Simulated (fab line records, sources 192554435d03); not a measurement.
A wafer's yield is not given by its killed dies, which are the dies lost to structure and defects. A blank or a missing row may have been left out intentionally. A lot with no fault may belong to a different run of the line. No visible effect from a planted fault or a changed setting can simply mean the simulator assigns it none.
Chamber matching	flow n5Finfet	N5_BEOL_M1_ILD_DEP_00 on pecvd-01 has 3 sister chambers
The step deposits SiOC from DEMS/O2, target thk 79 nm, time 15.3 s. 6 wafers are shown with their chamber, then 7 later ones without.

## WAFERS, EACH WITH ITS CHAMBER
wafer	chamber	throttleValvePct (%)	showerheadPlenumPTorr (Torr)
L077.4	0	11.7	5.695
L079.3	0	12.0	5.686
L081.3	2	11.4	5.729
L081.5	1	13.5	5.709
L085.2	1	13.7	5.704
L085.5	2	11.3	5.725

## WAFERS MISSING THEIR CHAMBER
wafer	throttleValvePct (%)	showerheadPlenumPTorr (Torr)
L085.6	11.8	5.674
L095.2	13.6	5.724
L095.3	11.3	5.724
L095.4	12.0	5.679
L096.2	11.8	5.695
L096.4	11.7	5.684
L096.6	13.7	5.710

## EACH ONE'S CHAMBER
wafer	from the rows above	in truth
L085.6	0	0
L095.2	1	1
L095.3	2	2
L095.4	0	0
L096.2	0	0
L096.4	0	0
L096.6	1	1
Correct placement for 7 of the 7. Left unplaced by these rows: 0. Placed wrongly: 0.
How it was worked out, from the rows above alone: a wafer's distance from a chamber is the root of the sum, over the readings, of the square of ((its reading less the chamber's mean) divided by the reading's scatter). If the next closest chamber is less than 2 further off than the closest, the wafer can't be placed; otherwise it belongs to the closest. The mean given for a chamber averages the wafers shown for that chamber. The scatter: the root of (the sum of the squares of (reading less its chamber's mean) over the shown wafers, divided by (wafers less chambers)).
